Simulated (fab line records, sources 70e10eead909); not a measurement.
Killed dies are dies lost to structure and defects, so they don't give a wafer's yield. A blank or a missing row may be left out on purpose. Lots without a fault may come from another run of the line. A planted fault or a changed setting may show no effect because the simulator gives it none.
Which tool did it? | flow nand_harc | 24 lots, 72 wafers sampled, at 5 steps of a route of 1159

WHAT THE GAUGES READ, wafer by wafer
NHARC_A_M1_OVL_MEAS_10: pitch 240 nm.
lot  | measured     | on         | overlay_x_nm (nm) | overlay_y_nm (nm)
L075 | day 17 17:54 | overlay-02 | -1.9 -1.7 -1.4    | -0.3 -0.4 -0.2
L074 | day 17 18:41 | overlay-01 | -0.8 -0.7 -0.2    | -0.2 0.2 0.6
L079 | day 18 01:32 | overlay-01 | 1.5 2.7 1.4       | -0.1 -0.1 -0.5
L076 | day 18 05:20 | overlay-02 | 1.4 1.4 1.0       | 0.5 0.5 0.5
L077 | day 18 05:49 | overlay-02 | 0.3 0.1 0.5       | 0.1 0.8 -0.2
L080 | day 19 01:20 | overlay-02 | -0.2 -0.3 -0.7    | -0.6 -0.6 -0.6
L081 | day 19 05:15 | overlay-01 | 1.0 1.0 1.0       | 0.5 0.2 -0.1
L078 | day 19 11:15 | overlay-02 | -0.2 -0.5 -0.5    | 2.1 2.0 1.8
L082 | day 19 23:13 | overlay-01 | 0.8 0.8 0.2       | 0.1 0.0 0.6
L083 | day 20 01:10 | overlay-01 | -0.3 -0.4 -0.7    | -0.6 0.0 -0.5
L086 | day 20 15:57 | overlay-02 | -0.6 0.0 -0.1     | 1.6 1.1 1.4
L085 | day 20 22:19 | overlay-01 | 0.5 0.7 0.2       | 0.5 1.2 0.8
L084 | day 20 23:20 | overlay-02 | 0.4 0.3 1.0       | -0.6 -0.2 -1.0
L087 | day 21 03:08 | overlay-02 | 0.1 0.5 0.1       | 0.6 0.9 0.7
L088 | day 21 15:31 | overlay-02 | -2.0 -1.8 -1.2    | -0.3 -0.6 0.1
L092 | day 21 17:25 | overlay-01 | 0.8 0.6 0.6       | 0.0 -0.3 0.2
L089 | day 22 04:14 | overlay-01 | -0.2 -0.2 -0.2    | 0.2 0.3 0.4
L090 | day 22 04:49 | overlay-01 | -0.5 -1.0 -0.3    | 0.5 0.3 0.3
L091 | day 22 09:46 | overlay-01 | -0.7 -0.9 -0.7    | -0.1 0.2 0.4
L093 | day 22 15:07 | overlay-01 | 1.5 1.0 0.8       | -0.9 -1.1 -0.8
L094 | day 23 02:58 | overlay-02 | -0.2 0.2 -0.2     | 0.2 -0.3 -0.2
L096 | day 23 09:47 | overlay-02 | -0.2 0.1 0.2      | 0.9 0.7 0.7
L095 | day 23 10:40 | overlay-02 | 0.8 0.7 0.8       | 0.9 1.0 0.9
L097 | day 23 13:08 | overlay-02 | -1.0 -0.9 -0.7    | -0.4 -0.3 -0.7

NHARC_A_M1_INSPECT_11.
lot  | measured     | on                | raw_defect_count
L075 | day 17 17:56 | defect_inspect-02 | 22 20 27
L074 | day 17 18:43 | defect_inspect-02 | 32 27 33
L079 | day 18 01:35 | defect_inspect-01 | 24 27 25
L076 | day 18 05:22 | defect_inspect-01 | 11 16 17
L077 | day 18 05:52 | defect_inspect-01 | 28 28 35
L080 | day 19 01:22 | defect_inspect-02 | 12 15 8
L081 | day 19 05:17 | defect_inspect-01 | 27 14 18
L078 | day 19 11:17 | defect_inspect-01 | 37 52 37
L082 | day 19 23:14 | defect_inspect-01 | 47 36 42
L083 | day 20 01:11 | defect_inspect-01 | 17 10 13
L086 | day 20 15:59 | defect_inspect-01 | 35 34 23
L085 | day 20 22:22 | defect_inspect-01 | 28 39 41
L084 | day 20 23:22 | defect_inspect-01 | 17 19 17
L087 | day 21 03:11 | defect_inspect-02 | 44 44 36
L088 | day 21 15:34 | defect_inspect-01 | 30 37 34
L092 | day 21 17:26 | defect_inspect-01 | 54 45 45
L089 | day 22 04:16 | defect_inspect-01 | 28 25 32
L090 | day 22 04:52 | defect_inspect-01 | 30 36 29
L091 | day 22 09:48 | defect_inspect-01 | 11 10 12
L093 | day 22 15:09 | defect_inspect-02 | 60 47 65
L094 | day 23 03:00 | defect_inspect-02 | 12 20 13
L096 | day 23 09:49 | defect_inspect-02 | 35 44 50
L095 | day 23 10:43 | defect_inspect-02 | 71 73 63
L097 | day 23 13:11 | defect_inspect-01 | 32 36 35

NHARC_A_BONDPAD_OVL_MEAS_35.
lot  | measured     | on         | overlay_x_nm (nm) | overlay_y_nm (nm)
L075 | day 17 22:39 | overlay-01 | -2 -1 -2          | 14 14 14
L074 | day 17 23:24 | overlay-02 | -5 -5 -5          | 10 11 10
L079 | day 18 06:26 | overlay-01 | 1 1 1             | 3 4 4
L076 | day 18 10:47 | overlay-01 | -4 -5 -4          | 8 7 7
L077 | day 18 10:57 | overlay-01 | -7 -6 -6          | -4 -4 -5
L080 | day 19 06:16 | overlay-02 | 5 5 5             | -17 -18 -18
L081 | day 19 10:05 | overlay-02 | 9 9 9             | -1 -1 -1
L078 | day 19 15:56 | overlay-02 | -2 -2 -2          | 1 1 0
L082 | day 20 03:55 | overlay-02 | -3 -3 -3          | -15 -15 -14
L083 | day 20 05:53 | overlay-01 | -3 -3 -3          | -1 -1 -1
L086 | day 20 20:40 | overlay-01 | 13 13 13          | 3 3 4
L085 | day 21 03:08 | overlay-02 | -8 -7 -8          | 1 1 1
L084 | day 21 04:31 | overlay-02 | 15 15 15          | 10 10 10
L087 | day 21 07:53 | overlay-02 | -6 -6 -7          | -4 -3 -4
L088 | day 21 20:33 | overlay-02 | 9 9 10            | 1 0 0
L092 | day 21 22:33 | overlay-02 | -6 -6 -6          | -9 -9 -9
L089 | day 22 08:58 | overlay-01 | 5 6 6             | 3 2 2
L090 | day 22 09:37 | overlay-02 | 14 13 13          | 9 9 8
L091 | day 22 14:31 | overlay-01 | -2 -2 -2          | -18 -18 -18
L093 | day 22 19:59 | overlay-01 | -6 -6 -6          | -6 -7 -7
L094 | day 23 08:07 | overlay-02 | 5 4 5             | 7 7 8
L096 | day 23 14:36 | overlay-02 | 2 2 2             | -1 -1 -1
L095 | day 23 15:22 | overlay-01 | -5 -5 -6          | -8 -8 -8
L097 | day 23 17:50 | overlay-02 | -8 -8 -8          | -1 -1 -1

WHICH TOOL RAN EACH LOT (tool, then ch and the chambers of the sampled wafers, then the start)
lot  | NHARC_A_BLC_ETCH_18                           | NHARC_A_M0_DEP_32
L075 | rie_diel-11 ch 0,1,3, day 17 16:33 or earlier | pecvd-04 ch 0,1, day 17 16:33
L074 | rie_diel-11 ch 1,3, day 17 17:23 or earlier   | pecvd-03 ch 1,2, day 17 17:23
L079 | rie_diel-09 ch 1,2,3, day 18 00:18 or earlier | pecvd-03 ch 0,1, day 18 00:18
L076 | rie_diel-09 ch 0,2, day 18 04:13 or earlier   | pecvd-01 ch 0,1, day 18 04:13
L077 | rie_diel-11 ch 0,2,3, day 18 04:31 or earlier | pecvd-04 ch 1,2, day 18 04:31
L080 | rie_diel-11 ch 1,2, day 18 23:56 or earlier   | pecvd-04 ch 1,2, day 18 23:56
L081 | rie_diel-09 ch 1,3, day 19 04:04 or earlier   | pecvd-01 ch 1,2, day 19 04:04
L078 | rie_diel-11 ch 0,1,2, day 18 23:24            | pecvd-01 ch 0,2, day 19 10:01
L082 | rie_diel-09 ch 0,1,3, day 19 22:01 or earlier | pecvd-01 ch 0,1, day 19 22:01
L083 | rie_diel-09 ch 0,1,2, day 19 23:50 or earlier | pecvd-01 ch 0,1,2, day 19 23:50
L086 | rie_diel-11 ch 0,1,2, day 20 14:44 or earlier | pecvd-03 ch 0,1,2, day 20 14:44
L085 | rie_diel-09 ch 0,2,3, day 20 20:59 or earlier | pecvd-01 ch 0,1, day 20 20:59
L084 | rie_diel-09 ch 0,2, day 20 22:08 or earlier   | pecvd-04 ch 0,2, day 20 22:08
L087 | rie_diel-09 ch 0,2,3, day 21 01:29 or earlier | pecvd-01 ch 0,1,2, day 21 01:29
L088 | rie_diel-09 ch 0,1,3, day 21 14:21 or earlier | pecvd-04 ch 0,1,2, day 21 14:21
L092 | rie_diel-09 ch 1,3, day 21 16:07 or earlier   | pecvd-01 ch 0,1, day 21 16:07
L089 | rie_diel-11 ch 0,1,3, day 22 03:02 or earlier | pecvd-03 ch 0,1,2, day 22 03:02
L090 | rie_diel-09 ch 1,2,3, day 22 03:23 or earlier | pecvd-01 ch 0,1,2, day 22 03:23
L091 | rie_diel-09 ch 0,2,3, day 22 08:32 or earlier | pecvd-03 ch 0,2, day 22 08:32
L093 | rie_diel-09 ch 0,1,2, day 22 13:46 or earlier | pecvd-01 ch 0,1,2, day 22 13:46
L094 | rie_diel-11 ch 1,2,3, day 23 01:45 or earlier | pecvd-03 ch 0,1, day 23 01:45
L096 | rie_diel-09 ch 0,1,2, day 23 08:31 or earlier | pecvd-01 ch 0,1,2, day 23 08:31
L095 | rie_diel-02 ch 0,2, day 23 09:27 or earlier   | pecvd-01 ch 1,2, day 23 09:27
L097 | rie_diel-09 ch 0,2,3, day 23 11:56 or earlier | pecvd-01 ch 0,2, day 23 11:56
- NHARC_A_BLC_ETCH_18: etches the open film in C4F8/O2/Ar, target depth 910 nm.
- NHARC_A_M0_DEP_32: deposits SiCN, target thk 30 nm.

WHAT THE TOOLS THEMSELVES READ (means of the sampled wafers that have a number; where no wafer has one, the mark that the record gives instead)
NHARC_A_BLC_ETCH_18.
lot  | tool        | oes_product_au (a.u.) | rf_vpp_V (V)
L075 | rie_diel-11 | 0.965                 | 974
L074 | rie_diel-11 | 0.966                 | 976
L079 | rie_diel-09 | 0.931                 | 975
L076 | rie_diel-09 | 0.917                 | 977
L077 | rie_diel-11 | 0.967                 | 973
L080 | rie_diel-11 | 0.956                 | 975
L081 | rie_diel-09 | 0.924                 | 982
L078 | rie_diel-11 | 0.999                 | 974
L082 | rie_diel-09 | 0.966                 | 980
L083 | rie_diel-09 | 0.977                 | 979
L086 | rie_diel-11 | 0.911                 | 974
L085 | rie_diel-09 | 0.941                 | 973
L084 | rie_diel-09 | 0.966                 | 976
L087 | rie_diel-09 | 0.970                 | 973
L088 | rie_diel-09 | 0.972                 | 980
L092 | rie_diel-09 | 0.983                 | 976
L089 | rie_diel-11 | 0.922                 | 974
L090 | rie_diel-09 | 0.974                 | 975
L091 | rie_diel-09 | 0.965                 | 973
L093 | rie_diel-09 | 0.969                 | 979
L094 | rie_diel-11 | 0.917                 | 974
L096 | rie_diel-09 | 0.970                 | 979
L095 | rie_diel-02 | 0.962                 | 984
L097 | rie_diel-09 | 0.920                 | 973

NHARC_A_M0_DEP_32.
lot  | tool     | heater_power_w (W) | showerhead_vpp_V (V)
L075 | pecvd-04 | 551                | 1282
L074 | pecvd-03 | 610                | 1225
L079 | pecvd-03 | 653                | 1251
L076 | pecvd-01 | 564                | 1315
L077 | pecvd-04 | 723                | 1281
L080 | pecvd-04 | 733                | 1270
L081 | pecvd-01 | 520                | 1380
L078 | pecvd-01 | 555                | 1442
L082 | pecvd-01 | 517                | 1303
L083 | pecvd-01 | 561                | 1375
L086 | pecvd-03 | 630                | 1250
L085 | pecvd-01 | 577                | 1386
L084 | pecvd-04 | 523                | 1294
L087 | pecvd-01 | 510                | 1379
L088 | pecvd-04 | 598                | 1281
L092 | pecvd-01 | 556                | 1372
L089 | pecvd-03 | 628                | 1239
L090 | pecvd-01 | 528                | 1391
L091 | pecvd-03 | 591                | 1217
L093 | pecvd-01 | 581                | 1370
L094 | pecvd-03 | 598                | 1249
L096 | pecvd-01 | 581                | 1375
L095 | pecvd-01 | 549                | 1328
L097 | pecvd-01 | 568                | 1440

THE ANSWER, worked out from the rows above alone
Rule: what is usual is taken from the lots themselves. Put in order of their means at a reading, lots are off if they are a third of the lots or fewer, leave a main group of 4 or more, and stand apart from it by a gap of 3 or more times the standard deviation of the main group's means; of several such gaps the widest counts. A main group whose means are all the same, to the digits that the tables above print for the reading, isn't used. A lot without any number at a reading at which 4 lots or more have one is off too. The other lots that the step has rows for count as sound. The gauges are gone through in route order, then the tools' own readings, and for those a lot's mean is taken as printed above. The first step at which some lot is off is used, and at that step the reading that is off furthest; a lot without a number counts as furthest.
No lot is off at any reading shown: from this, nothing can be told.

WHAT THE SIMULATOR HAD PUT IN
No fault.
